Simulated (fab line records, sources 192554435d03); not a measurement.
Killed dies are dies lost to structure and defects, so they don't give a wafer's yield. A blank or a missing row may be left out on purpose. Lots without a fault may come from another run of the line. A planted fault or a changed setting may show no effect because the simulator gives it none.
fab line records | flow n5_finfet
record lots=24 wafers=72 last_day=18
route steps=1938 shown BEOL_M13@1713 BEOL_M14@1736 BEOL_M15@1774
lots that met no fault: from a run of the same line without faults
start_h: hours from the record's first day to the start of the lot's first wafer shown | wait_h: hours since the lot's step before | " the same as in the row above | L1.1+2: a row that stands for several wafers | - no value, or no start given | * or withheld: withheld | < > ~ a bound
route shown NAME@n: a module of which the file shows steps, and the number in the route of the first | usual: mean/standard deviation of fault-free wafers | same: alike in all rows | chamber/n: place in a boat | sites: the reading at each site | _std_site: their standard deviation | _edge_site: outer sites' mean less inner sites' | radius_mm: how far each site lies from the wafer's centre | mask NAME#n: copy n | behind: the tool/chamber that last shaped the wafer | hold: why the lot was held/for how many hours/how that ended | device: the transistor (n, p or np) that didn't switch | end of line: the same wafers' tests at the end of the route | a step without rows: its recipe alone | killed: dies lost to structure and defects at the first sort, not the wafer's yield | map: a wafer's dies, x killed, . not, _ none there
set.NAME: the setting as run; set.NAME@STEP: as run at that earlier step | model.NAME: the simulator's own value behind a step, which no gauge read
steps of the route over a sample of lots; a table a step, a row a wafer
services: from which hour (start_h, from the record's first day; less than 0 if before it) a tool's chamber was out of use, for how many hours, and why
## steps
# step N5_BEOL_M13_DEP_53
# recipe material=SiCN target_thk_a=500 temp_c=withheld precursor=3MS/NH3 pressure_torr=3 rf_w=675 time_s=17.8
# usual showerhead_plenum_p_Torr=4.171/0.02 throttle_valve_pct=17.8/1.3
# columns lot.wafer tool chamber start_h wait_h showerhead_plenum_p_Torr since_wet_clean_h throttle_valve_pct
L074.2 pecvd-01 0 250.14 0.0 4.200 773 19.4
L074.3 " 2 " " 4.160 19 15.8
L074.5 " 2 " " 4.164 - 15.3
L076.1 pecvd-03 1 256.03 0.0 4.192 2047 19.6
L076.3 " 0 " " 4.183 1322 17.5
L076.5 " 1 " " 4.194 - 19.3
L075.1 pecvd-03 1 256.43 0.0 4.200 2048 19.4
L075.5 " 2 " " 4.160 - 17.6
L075.6 " 0 " " 4.162 - 17.3
L077.2 pecvd-03 1 263.43 0.0 4.206 2055 19.3
L077.5 " 2 " " 4.148 - 17.6
L077.6 " 1 " " 4.189 - 19.1
L078.3 pecvd-03 1 276.79 0.0 4.195 2068 19.1
L078.5 " 2 " " 4.141 - 17.6
L078.6 " 0 " " 4.181 - 17.4
L079.2 pecvd-02 1 279.17 0.0 4.182 1889 18.2
L079.5 " 0 " " 4.137 - 19.8
L079.6 " 2 " " 4.184 - 18.7
L081.1 pecvd-02 2 292.50 0.0 4.170 424 18.6
L081.4 " 2 " " 4.172 - 18.4
L081.6 " 0 " " 4.147 - 20.1
L080.2 pecvd-01 2 298.11 0.0 4.161 67 15.6
L080.3 " 1 " " 4.160 - 17.4
L080.6 " 1 " " 4.146 - 17.0
L082.1 pecvd-01 1 304.05 0.0 4.149 1552 17.3
L082.2 " 2 " " 4.170 73 15.7
L082.5 " 1 " " 4.154 - 17.1
L083.2 pecvd-03 1 311.90 0.0 4.199 2103 19.4
L083.5 " 1 " " 4.205 - 19.0
L083.6 " 2 " " 4.146 - 17.5
L084.1 pecvd-02 1 312.62 0.0 4.194 1923 18.4
L084.5 " 1 " " 4.181 - 18.1
L084.6 " 0 " " 4.145 - 19.6
L085.2 pecvd-02 0 314.95 0.0 4.141 1200 20.0
L085.3 " 1 " " 4.176 1925 17.9
L085.5 " 1 " " 4.183 - 18.1
L086.1 pecvd-03 2 324.18 0.0 4.159 637 17.7
L086.5 " 1 " " 4.201 - 19.2
L086.6 " 2 " " 4.171 - 17.6
L087.2 pecvd-01 1 333.67 0.0 4.153 1581 17.0
L087.3 " 1 " " 4.154 - 17.2
L087.5 " 1 " " 4.142 - 17.0
L089.1 pecvd-03 2 342.12 0.0 4.165 654 17.9
L089.2 " 0 " " 4.183 1408 17.7
L089.5 " 0 " " 4.181 - 17.6
L091.1 pecvd-03 2 348.56 0.0 4.155 661 17.8
L091.2 " 1 " " 4.195 2140 19.4
L091.5 " 0 " " 4.173 - 17.7
L090.1 pecvd-01 2 348.93 0.0 4.173 118 15.4
L090.3 " 0 " " 4.206 872 19.4
L090.4 " 0 " " 4.185 - 19.7
L088.1 pecvd-01 0 364.31 0.0 4.195 887 19.7
L088.3 " 1 " " 4.137 1612 17.3
L088.5 " 2 " " 4.176 - 15.8
L092.1 pecvd-01 0 368.16 0.0 4.184 891 19.5
L092.2 " 2 " " 4.180 137 15.7
L092.3 " 1 " " 4.152 1616 17.1
L095.2 pecvd-03 2 368.72 0.0 4.154 681 17.7
L095.3 " 1 " " 4.192 2160 19.2
L095.4 " 2 " " 4.143 - 17.8
L094.2 pecvd-01 1 377.59 0.0 4.143 1625 17.2
L094.4 " 2 " " 4.168 - 15.7
L094.5 " 0 " " 4.197 - 19.5
L093.1 pecvd-02 1 392.67 0.0 4.181 2003 18.2
L093.4 " 0 " " 4.142 - 16.3
L093.5 " 2 " " 4.186 - 18.6
L096.2 pecvd-01 2 399.77 0.0 4.167 168 15.7
L096.3 " 0 " " 4.198 922 19.4
L096.6 " 2 " " 4.164 - 15.7
L097.1 pecvd-01 0 413.93 0.0 4.193 937 19.6
L097.5 " 0 " " 4.194 - 19.7
L097.6 " 2 " " 4.166 - 15.8
# step N5_BEOL_M14_CD_MEAS_17
# recipe target_cd_nm=250 polarity=opening
# usual cd_nm=250.4/2.2
# columns lot.wafer tool chamber start_h wait_h cd_nm
L074.2 cd_sem-01 - 251.53 0.0 253.0
L074.3 " - " " 254.6
L074.5 " - " " 249.5
L076.1 cd_sem-03 - 257.18 0.0 252.6
L076.3 " - " " 247.7
L076.5 " - " " 250.9
L075.1 cd_sem-01 - 258.24 0.0 252.3
L075.5 " - " " 248.5
L075.6 " - " " 248.7
L077.2 cd_sem-03 - 264.58 0.0 248.8
L077.5 " - " " 248.6
L077.6 " - " " 255.9
L078.3 cd_sem-02 - 278.25 0.0 254.2
L078.5 " - " " 250.6
L078.6 " - " " 250.1
L079.2 cd_sem-01 - 280.32 0.0 254.9
L079.5 " - " " 251.3
L079.6 " - " " 249.3
L081.1 cd_sem-01 - 293.64 0.0 248.0
L081.4 " - " " 247.1
L081.6 " - " " 247.1
L080.2 cd_sem-02 - 299.28 0.0 251.8
L080.3 " - " " 250.2
L080.6 " - " " 248.0
L082.1 cd_sem-03 - 305.44 0.0 249.6
L082.2 " - " " 248.4
L082.5 " - " " 247.9
L083.2 cd_sem-03 - 313.05 0.0 251.2
L083.5 " - " " 253.1
L083.6 " - " " 251.6
L084.1 cd_sem-02 - 313.90 0.0 250.9
L084.5 " - " " 249.4
L084.6 " - " " 248.5
L085.2 cd_sem-03 - 316.23 0.0 252.6
L085.3 " - " " 253.2
L085.5 " - " " 252.7
L086.1 cd_sem-02 - 325.78 0.0 249.0
L086.5 " - " " 246.2
L086.6 " - " " 249.3
L087.2 cd_sem-03 - 335.08 0.0 249.9
L087.3 " - " " 249.7
L087.5 " - " " 251.7
L089.1 cd_sem-02 - 343.39 0.0 252.0
L089.2 " - " " 255.1
L089.5 " - " " 251.4
L091.1 cd_sem-02 - 349.84 0.0 249.7
L091.2 " - " " 252.3
L091.5 " - " " 257.5
L090.1 cd_sem-01 - 350.19 0.0 245.1
L090.3 " - " " 248.9
L090.4 " - " " 252.8
L088.1 cd_sem-02 - 365.62 0.0 251.8
L088.3 " - " " 250.6
L088.5 " - " " 251.7
L092.1 cd_sem-03 - 369.43 0.0 250.4
L092.2 " - " " 251.2
L092.3 " - " " 252.8
L095.2 cd_sem-03 - 370.31 0.0 246.9
L095.3 " - " " 250.1
L095.4 " - " " 247.1
L094.2 cd_sem-01 - 378.90 0.0 249.8
L094.4 " - " " 250.9
L094.5 " - " " 250.8
L093.1 cd_sem-02 - 393.84 0.0 251.8
L093.4 " - " " 251.6
L093.5 " - " " 249.2
L096.2 cd_sem-02 - 401.25 0.0 250.1
L096.3 " - " " 251.5
L096.6 " - " " 252.5
L097.1 cd_sem-01 - 415.16 0.0 252.1
L097.5 " - " " 252.2
L097.6 " - " " 248.6
# step N5_BEOL_M14_ETCH_67
# recipe chemistry=CF4 target=SiARC target_depth_a=1430 time_s=238.3 ion_energy_ev=80 pressure_mtorr=40 source_w=545 bias_w=36 Ar_flow_sccm=100 cf4_flow_sccm=100 ends=cleared
# usual drypump_motor_current_A=5.6/0.49 etch_rf_on_time_s=239/6.5 oes_product_au=0.71/0.068 rf_vpp_V=184.4/1.3 showerhead_plenum_p_Torr=2.17/0.088 throttle_valve_pct=15.50/0.22
# columns lot.wafer tool chamber start_h wait_h drypump_motor_current_A etch_rf_on_time_s oes_product_au rf_hours_counter_h rf_vpp_V showerhead_plenum_p_Torr throttle_valve_pct
L074.2 rie_diel-02 1 251.97 0.0 5.4 254 0.82 1 185.4 2.29 15.32
L074.3 " 2 " " 5.4 242 0.76 35 185.9 2.27 15.47
L074.5 " 0 " " 5.6 242 0.60 - 182.2 2.03 15.74
L076.1 rie_diel-06 0 258.23 0.0 5.5 233 0.78 31 184.4 2.26 15.39
L076.3 " 3 " " 5.3 228 0.75 44 183.2 2.09 15.20
L076.5 " 1 " " 4.9 243 0.66 - 185.1 2.15 15.47
L075.1 rie_diel-06 0 258.82 0.0 5.5 235 0.78 32 184.9 2.26 15.40
L075.5 " 0 " " 5.5 236 0.77 - 184.9 2.26 15.39
L075.6 " 3 " " 5.3 230 0.75 - 181.9 2.09 15.21
L077.2 rie_diel-01 0 265.16 0.0 6.0 250 0.64 151 184.0 2.15 15.67
L077.5 " 1 " " 6.7 234 0.76 - 183.3 2.09 15.63
L077.6 " 2 " " 5.1 234 0.78 - 183.9 2.10 15.13
L078.3 rie_diel-06 3 278.82 0.0 5.3 230 0.74 50 183.9 2.09 15.23
L078.5 " 2 " " 5.5 239 0.69 - 183.8 2.15 15.85
L078.6 " 1 " " 4.9 244 0.65 - 183.7 2.15 15.47
L079.2 rie_diel-01 2 280.78 0.0 5.1 238 0.77 35 182.1 2.09 15.15
L079.5 " 3 " " 6.1 236 0.74 - 182.8 2.11 15.67
L079.6 " 2 " " 5.1 237 0.77 - 184.4 2.10 15.16
L081.1 rie_diel-02 0 294.39 0.0 5.6 245 0.59 228 183.2 2.03 15.77
L081.4 " 1 " " 5.4 252 0.78 - 185.2 2.28 15.34
L081.6 " 0 " " 5.6 243 0.59 - 183.3 2.03 15.80
L080.2 rie_diel-01 2 299.85 0.0 5.1 236 0.76 42 183.1 2.09 15.16
L080.3 " 1 " " 6.7 235 0.74 48 183.6 2.09 15.65
L080.6 " 2 " " 5.1 236 0.76 - 182.3 2.09 15.17
L082.1 rie_diel-02 1 306.13 0.0 5.4 250 0.77 18 187.2 2.28 15.36
L082.2 " 2 " " 5.5 242 0.73 57 184.8 2.26 15.52
L082.5 " 0 " " 5.6 239 0.59 - 182.2 2.02 15.79
L083.2 rie_diel-02 1 313.99 0.0 5.3 248 0.78 22 185.0 2.28 15.36
L083.5 " 2 " " 5.4 240 0.73 - 185.1 2.26 15.54
L083.6 " 1 " " 5.4 251 0.76 - 184.4 2.28 15.35
L084.1 rie_diel-01 2 314.41 0.0 5.2 236 0.75 49 182.5 2.09 15.18
L084.5 " 1 " " 6.7 237 0.73 - 184.3 2.09 15.67
L084.6 " 0 " " 6.0 252 0.62 - 184.2 2.14 15.69
L085.2 rie_diel-02 1 316.84 0.0 5.4 248 0.75 23 184.7 2.28 15.36
L085.3 " 3 " " 6.5 231 0.87 0 186.4 2.28 15.06
L085.5 " 2 " " 5.4 242 0.73 - 185.1 2.26 15.52
L086.1 rie_diel-06 2 326.23 0.0 5.5 237 0.67 107 183.3 2.14 15.89
L086.5 " 2 " " 5.5 237 0.68 - 184.0 2.14 15.90
L086.6 " 1 " " 4.9 242 0.64 - 182.7 2.14 15.51
L087.2 rie_diel-02 0 335.52 0.0 5.6 241 0.58 244 183.7 2.02 15.80
L087.3 " 2 " " 5.4 241 0.72 68 185.3 2.25 15.53
L087.5 " 3 " " 6.6 234 0.82 - 185.5 2.28 15.06
L089.1 rie_diel-02 3 343.84 0.0 6.6 233 0.83 8 186.6 2.28 15.07
L089.2 " 1 " " 5.4 249 0.74 32 185.9 2.28 15.38
L089.5 " 0 " " 5.6 240 0.59 - 182.3 2.02 15.82
L091.1 rie_diel-01 1 350.93 0.0 6.7 234 0.71 68 183.5 2.08 15.70
L091.2 " 3 " " 6.1 230 0.71 75 184.7 2.10 15.71
L091.5 " 0 " " 6.0 247 0.62 - 183.9 2.14 15.71
L090.1 rie_diel-06 1 351.21 0.0 4.9 247 0.63 178 186.1 2.14 15.52
L090.3 " 3 " " 5.3 232 0.71 76 183.7 2.08 15.27
L090.4 " 0 " " 5.5 233 0.74 61 184.0 2.25 15.44
L088.1 rie_diel-06 3 366.40 0.0 5.3 232 0.71 82 183.8 2.08 15.29
L088.3 " 2 " " 5.5 239 0.66 120 184.8 2.14 15.93
L088.5 " 0 " " 5.5 232 0.73 - 185.2 2.25 15.47
L092.1 rie_diel-06 3 370.20 0.0 5.3 235 0.70 83 184.1 2.08 15.29
L092.2 " 2 " " 5.5 241 0.66 121 184.4 2.14 15.93
L092.3 " 0 " " 5.5 237 0.73 68 186.0 2.25 15.46
L095.2 rie_diel-02 0 370.88 0.0 5.6 232 0.82 1 185.8 2.27 15.33
L095.3 " 2 " " 5.4 241 0.71 81 184.8 2.25 15.56
L095.4 " 1 " " 5.4 248 0.74 42 186.9 2.27 15.39
L094.2 rie_diel-02 1 379.47 0.0 5.4 248 0.73 46 185.2 2.27 15.43
L094.4 " 2 " " 5.4 241 0.71 84 186.5 2.25 15.56
L094.5 " 1 " " 5.4 250 0.73 - 185.8 2.27 15.42
L093.1 rie_diel-02 1 394.29 0.0 5.4 245 0.73 50 185.0 2.27 15.42
L093.4 " 3 " " 6.5 231 0.79 25 188.0 2.27 15.10
L093.5 " 0 " " 5.6 229 0.81 - 186.0 2.27 15.36
L096.2 rie_diel-06 2 401.82 0.0 5.5 239 0.66 132 183.2 2.14 15.93
L096.3 " 1 " " 4.9 250 0.62 196 184.0 2.13 15.56
L096.6 " 0 " " 5.5 236 0.71 - 185.0 2.24 15.49
L097.1 rie_diel-01 2 415.66 0.0 5.1 236 0.71 85 183.8 2.08 15.25
L097.5 " 3 " " 6.1 233 0.69 - 182.8 2.09 15.76
L097.6 " 0 " " 6.0 250 0.60 - 184.0 2.13 15.76
# step N5_BEOL_M14_TRENCH_ETCH_34
# recipe chemistry=C4F8/O2/Ar target=SiO2 target_depth_a=5566.5 mask_material=SOC he_inner_torr=15 he_outer_torr=30 time_s=126.9 ion_energy_ev=800 pressure_mtorr=20 source_w=1905 bias_w=2040 Ar_flow_sccm=400 C4F8_flow_sccm=16 O2_flow_sccm=12
# usual drypump_motor_current_A=5.6/0.49 oes_f_703_au=0.83/0.077 oes_product_au=0.83/0.079 rf_vpp_V=2209/34 showerhead_plenum_p_Torr=3.48/0.14 throttle_valve_pct=30.79/0.23
# columns lot.wafer tool chamber start_h wait_h drypump_motor_current_A oes_f_703_au oes_product_au rf_hours_counter_h rf_vpp_V showerhead_plenum_p_Torr throttle_valve_pct
L074.2 rie_diel-02 1 252.39 0.0 5.4 0.94 0.96 1 2245 3.67 30.84
L074.3 " 2 " " 5.4 0.89 0.89 35 2236 3.64 30.87
L074.5 " 0 " " 5.6 0.73 0.71 - 2162 3.25 30.80
L076.1 rie_diel-06 0 258.65 0.0 5.5 0.93 0.91 31 2153 3.63 30.75
L076.3 " 3 " " 5.3 0.90 0.89 44 2200 3.36 30.58
L076.5 " 1 " " 4.9 0.76 0.76 - 2258 3.45 30.71
L075.1 rie_diel-06 0 259.24 0.0 5.5 0.93 0.91 32 2153 3.63 30.77
L075.5 " 0 " " 5.6 0.92 0.91 - 2153 3.63 30.77
L075.6 " 3 " " 5.3 0.89 0.89 - 2201 3.36 30.58
L077.2 rie_diel-01 0 265.58 0.0 6.0 0.73 0.74 151 2179 3.46 31.02
L077.5 " 1 " " 6.7 0.88 0.89 - 2193 3.36 31.02
L077.6 " 2 " " 5.2 0.93 0.91 - 2245 3.36 30.36
L078.3 rie_diel-06 3 279.24 0.0 5.3 0.88 0.88 50 2202 3.36 30.56
L078.5 " 2 " " 5.5 0.82 0.81 - 2216 3.44 31.00
L078.6 " 1 " " 5.0 0.76 0.76 - 2257 3.44 30.74
L079.2 rie_diel-01 2 281.20 0.0 5.1 0.91 0.90 36 2245 3.36 30.35
L079.5 " 3 " " 6.1 0.85 0.86 - 2197 3.38 31.07
L079.6 " 2 " " 5.1 0.91 0.90 - 2246 3.36 30.37
L081.1 rie_diel-02 0 294.81 0.0 5.6 0.71 0.69 229 2162 3.24 30.80
L081.4 " 1 " " 5.4 0.89 0.92 - 2244 3.67 30.84
L081.6 " 0 " " 5.6 0.72 0.70 - 2162 3.24 30.80
L080.2 rie_diel-01 2 300.27 0.0 5.1 0.90 0.89 42 2247 3.36 30.38
L080.3 " 1 " " 6.6 0.87 0.87 48 2191 3.35 31.01
L080.6 " 2 " " 5.1 0.90 0.89 - 2246 3.36 30.36
L082.1 rie_diel-02 1 306.55 0.0 5.4 0.88 0.90 18 2245 3.66 30.85
L082.2 " 2 " " 5.4 0.87 0.86 57 2233 3.63 30.87
L082.5 " 0 " " 5.6 0.72 0.69 - 2163 3.24 30.79
L083.2 rie_diel-02 1 314.41 0.0 5.4 0.88 0.89 22 2244 3.66 30.85
L083.5 " 2 " " 5.4 0.85 0.86 - 2233 3.63 30.89
L083.6 " 1 " " 5.4 0.87 0.89 - 2245 3.66 30.86
L084.1 rie_diel-01 2 314.83 0.0 5.1 0.88 0.89 49 2244 3.35 30.41
L084.5 " 1 " " 6.7 0.85 0.86 - 2191 3.35 31.03
L084.6 " 0 " " 6.0 0.72 0.73 - 2178 3.45 31.04
L085.2 rie_diel-02 1 317.26 0.0 5.4 0.87 0.89 24 2246 3.66 30.85
L085.3 " 3 " " 6.5 1.00 0.99 0 2222 3.64 30.24
L085.5 " 2 " " 5.4 0.85 0.86 - 2234 3.62 30.91
L086.1 rie_diel-06 2 326.65 0.0 5.5 0.81 0.79 107 2215 3.43 31.01
L086.5 " 2 " " 5.5 0.80 0.79 - 2215 3.43 31.03
L086.6 " 1 " " 4.9 0.75 0.75 - 2256 3.44 30.75
L087.2 rie_diel-02 0 335.94 0.0 5.6 0.71 0.69 244 2161 3.23 30.81
L087.3 " 2 " " 5.4 0.84 0.84 68 2234 3.62 30.91
L087.5 " 3 " " 6.6 0.97 0.98 - 2221 3.64 30.27
L089.1 rie_diel-02 3 344.26 0.0 6.5 0.96 0.96 8 2221 3.64 30.25
L089.2 " 1 " " 5.4 0.86 0.87 32 2244 3.66 30.88
L089.5 " 0 " " 5.6 0.70 0.68 - 2161 3.23 30.82
L091.1 rie_diel-01 1 351.35 0.0 6.7 0.84 0.85 68 2191 3.34 31.06
L091.2 " 3 " " 6.1 0.82 0.84 75 2197 3.37 31.12
L091.5 " 0 " " 6.0 0.71 0.72 - 2178 3.44 31.05
L090.1 rie_diel-06 1 351.63 0.0 4.9 0.74 0.74 178 2256 3.43 30.75
L090.3 " 3 " " 5.3 0.85 0.83 76 2198 3.34 30.59
L090.4 " 0 " " 5.5 0.88 0.87 61 2153 3.61 30.79
L088.1 rie_diel-06 3 366.82 0.0 5.3 0.85 0.83 82 2200 3.34 30.60
L088.3 " 2 " " 5.5 0.79 0.78 120 2216 3.43 31.02
L088.5 " 0 " " 5.5 0.87 0.86 - 2152 3.61 30.80
L092.1 rie_diel-06 3 370.62 0.0 5.3 0.84 0.83 83 2198 3.34 30.59
L092.2 " 2 " " 5.5 0.80 0.79 121 2215 3.43 31.04
L092.3 " 0 " " 5.5 0.86 0.86 69 2153 3.61 30.79
L095.2 rie_diel-02 0 371.30 0.0 5.6 0.98 0.97 1 2197 3.63 30.65
L095.3 " 2 " " 5.4 0.83 0.83 82 2233 3.61 30.91
L095.4 " 1 " " 5.4 0.83 0.86 43 2244 3.65 30.88
L094.2 rie_diel-02 1 379.89 0.0 5.4 0.83 0.85 46 2245 3.65 30.87
L094.4 " 2 " " 5.4 0.83 0.83 85 2231 3.61 30.91
L094.5 " 1 " " 5.4 0.83 0.85 - 2242 3.65 30.88
L093.1 rie_diel-02 1 394.71 0.0 5.4 0.83 0.84 50 2242 3.65 30.87
L093.4 " 3 " " 6.6 0.91 0.92 25 2221 3.63 30.27
L093.5 " 0 " " 5.6 0.94 0.93 - 2196 3.62 30.67
L096.2 rie_diel-06 2 402.24 0.0 5.5 0.78 0.77 132 2216 3.42 31.05
L096.3 " 1 " " 4.9 0.72 0.73 196 2255 3.42 30.76
L096.6 " 0 " " 5.5 0.86 0.84 - 2150 3.60 30.80
L097.1 rie_diel-01 2 416.08 0.0 5.1 0.84 0.84 85 2242 3.33 30.40
L097.5 " 3 " " 6.1 0.80 0.80 - 2195 3.35 31.12
L097.6 " 0 " " 6.0 0.69 0.70 - 2175 3.43 31.07
# step N5_BEOL_M14_SPUTTER_44
# recipe material=Ta target_thk_a=150 temp_c=50 bias_v=80 power_w=15000 chamber_pressure_pa=0.07 time_s=24.19
# usual throttle_valve_pct=29.9/1
# columns lot.wafer tool chamber start_h wait_h throttle_valve_pct
L074.2 pvd_sputter-03 - 257.65 0.0 29.9
L074.3 " - " " 31.9
L074.5 " - " " 30.2
L076.1 pvd_sputter-03 - 261.52 0.0 29.1
L076.3 " - " " 32.1
L076.5 " - " " 30.2
L075.1 pvd_sputter-02 - 262.85 0.0 29.6
L075.5 " - " " 29.7
L075.6 " - " " 28.9
L077.2 pvd_sputter-01 - 266.98 0.0 30.1
L077.5 " - " " 30.9
L077.6 " - " " 31.8
L078.3 pvd_sputter-02 - 285.29 0.0 28.9
L078.5 " - " " 28.8
L078.6 " - " " 28.8
L079.2 pvd_sputter-03 - 286.26 0.0 29.3
L079.5 " - " " 30.2
L079.6 " - " " 29.2
L081.1 pvd_sputter-01 - 295.76 0.0 31.7
L081.4 " - " " 30.9
L081.6 " - " " 30.6
L080.2 pvd_sputter-02 - 301.66 0.0 28.6
L080.3 " - " " 29.3
L080.6 " - " " 29.3
L082.1 pvd_sputter-02 - 307.79 0.0 29.0
L082.2 " - " " 29.3
L082.5 " - " " 29.3
L083.2 pvd_sputter-02 - 316.91 0.0 29.4
L083.5 " - " " 29.2
L083.6 " - " " 29.2
L084.1 pvd_sputter-02 - 317.23 0.0 29.5
L084.5 " - " " 28.8
L084.6 " - " " 29.4
L085.2 pvd_sputter-02 - 319.09 0.0 29.2
L085.3 " - " " 29.6
L085.5 " - " " 29.2
L086.1 pvd_sputter-02 - 330.94 0.0 29.3
L086.5 " - " " 28.7
L086.6 " - " " 29.2
L087.2 pvd_sputter-03 - 336.70 0.0 29.2
L087.3 " - " " 31.9
L087.5 " - " " 29.6
L089.1 pvd_sputter-03 - 347.00 0.0 29.4
L089.2 " - " " 29.3
L089.5 " - " " 30.2
L091.1 pvd_sputter-03 - 352.78 0.0 29.5
L091.2 " - " " 31.9
L091.5 " - " " 29.6
L090.1 pvd_sputter-02 - 352.78 0.0 29.1
L090.3 " - " " 29.4
L090.4 " - " " 29.1
L088.1 pvd_sputter-03 - 371.13 0.0 32.2
L088.3 " - " " 29.5
L088.5 " - " " 32.1
L092.1 pvd_sputter-03 - 371.61 0.0 29.2
L092.2 " - " " 32.2
L092.3 " - " " 29.5
L095.2 pvd_sputter-03 - 373.77 0.0 29.2
L095.3 " - " " 30.2
L095.4 " - " " 31.9
L094.2 pvd_sputter-03 - 383.56 0.0 29.2
L094.4 " - " " 29.1
L094.5 " - " " 31.9
L093.1 pvd_sputter-01 - 395.70 0.0 29.9
L093.4 " - " " 32.0
L093.5 " - " " 30.2
L096.2 pvd_sputter-03 - 403.64 0.0 29.1
L096.3 " - " " 30.3
L096.6 " - " " 29.3
L097.1 pvd_sputter-03 - 417.98 0.0 30.1
L097.5 " - " " 29.8
L097.6 " - " " 29.3
# step N5_BEOL_M15_THK_MEAS_01
# recipe reads=SiO2_of_BEOL_M15_ILD_DEP_00
# usual M15_ILD_THK=1625/22
# columns lot.wafer tool chamber start_h wait_h M15_ILD_THK[nm]
L074.2 film_metro-02 - 259.07 0.1 1616
L074.3 " - " " 1649
L074.5 " - " " 1647
L076.1 film_metro-01 - 262.95 0.1 1612
L076.3 " - " " 1638
L076.5 " - " " 1662
L075.1 film_metro-01 - 264.35 0.1 1615
L075.5 " - " " 1639
L075.6 " - " " 1652
L077.2 film_metro-01 - 268.40 0.1 1641
L077.5 " - " " 1658
L077.6 " - " " 1631
L078.3 film_metro-02 - 286.72 0.1 1618
L078.5 " - " " 1635
L078.6 " - " " 1667
L079.2 film_metro-01 - 287.68 0.1 1619
L079.5 " - " " 1664
L079.6 " - " " 1633
L081.1 film_metro-01 - 297.82 0.1 1643
L081.4 " - " " 1674
L081.6 " - " " 1678
L080.2 film_metro-02 - 303.08 0.1 1611
L080.3 " - " " 1599
L080.6 " - " " 1606
L082.1 film_metro-01 - 309.31 0.1 1619
L082.2 " - " " 1600
L082.5 " - " " 1637
L083.2 film_metro-01 - 318.44 0.3 1606
L083.5 " - " " 1635
L083.6 " - " " 1595
L084.1 film_metro-01 - 318.79 0.2 1606
L084.5 " - " " 1656
L084.6 " - " " 1641
L085.2 film_metro-02 - 320.63 0.3 1607
L085.3 " - " " 1614
L085.5 " - " " 1605
L086.1 film_metro-01 - 332.48 0.2 1593
L086.5 " - " " 1624
L086.6 " - " " 1620
L087.2 film_metro-02 - 338.46 0.3 1611
L087.3 " - " " 1623
L087.5 " - " " 1603
L089.1 film_metro-02 - 348.72 0.1 1596
L089.2 " - " " 1585
L089.5 " - " " 1606
L091.1 film_metro-01 - 354.20 0.1 1604
L091.2 " - " " 1581
L091.5 " - " " 1656
L090.1 film_metro-01 - 354.20 0.1 1613
L090.3 " - " " 1627
L090.4 " - " " 1629
L088.1 film_metro-01 - 372.57 0.1 1622
L088.3 " - " " 1630
L088.5 " - " " 1648
L092.1 film_metro-01 - 373.09 0.1 1634
L092.2 " - " " 1607
L092.3 " - " " 1621
L095.2 film_metro-01 - 375.23 0.1 1623
L095.3 " - " " 1602
L095.4 " - " " 1614
L094.2 film_metro-02 - 385.01 0.1 1600
L094.4 " - " " 1621
L094.5 " - " " 1600
L093.1 film_metro-01 - 397.17 0.1 1585
L093.4 " - " " 1602
L093.5 " - " " 1644
L096.2 film_metro-02 - 405.06 0.1 1599
L096.3 " - " " 1630
L096.6 " - " " 1645
L097.1 film_metro-02 - 419.40 0.1 1646
L097.5 " - " " 1651
L097.6 " - " " 1605
## services
# columns tool chamber start_h hours kind
pecvd-02 2 227.03 2.5 repair
rie_diel-01 0 231.78 6.0 repair
rie_diel-02 0 262.90 4.5 repair
pecvd-01 0 272.18 70.1 repair
rie_diel-02 3 287.94 - clean
rie_diel-02 3 287.94 - consumable_replace:focus_ring
rie_diel-02 3 287.94 - consumable_replace:showerhead
rie_diel-02 3 287.94 28.8 scheduled_down
rie_diel-02 3 287.94 28.8 vent_cycle
pecvd-03 - 309.27 0.5 repair
rie_diel-06 0 323.70 2.2 repair
pecvd-02 - 326.81 1.8 repair
pecvd-03 1 335.09 5.5 scheduled_down
rie_diel-02 0 353.41 - clean
rie_diel-02 0 353.41 - consumable_replace:focus_ring
rie_diel-02 0 353.41 - consumable_replace:showerhead
rie_diel-02 0 353.41 14.4 scheduled_down
rie_diel-02 0 353.41 14.4 vent_cycle
pecvd-03 - 358.62 2.8 repair
pecvd-03 1 383.62 - clean
pecvd-03 1 383.62 - consumable_replace:showerhead
pecvd-03 1 383.62 29.0 scheduled_down
pecvd-01 1 403.15 5.5 scheduled_down
pecvd-03 - 412.91 5.5 pm
## key
fault none
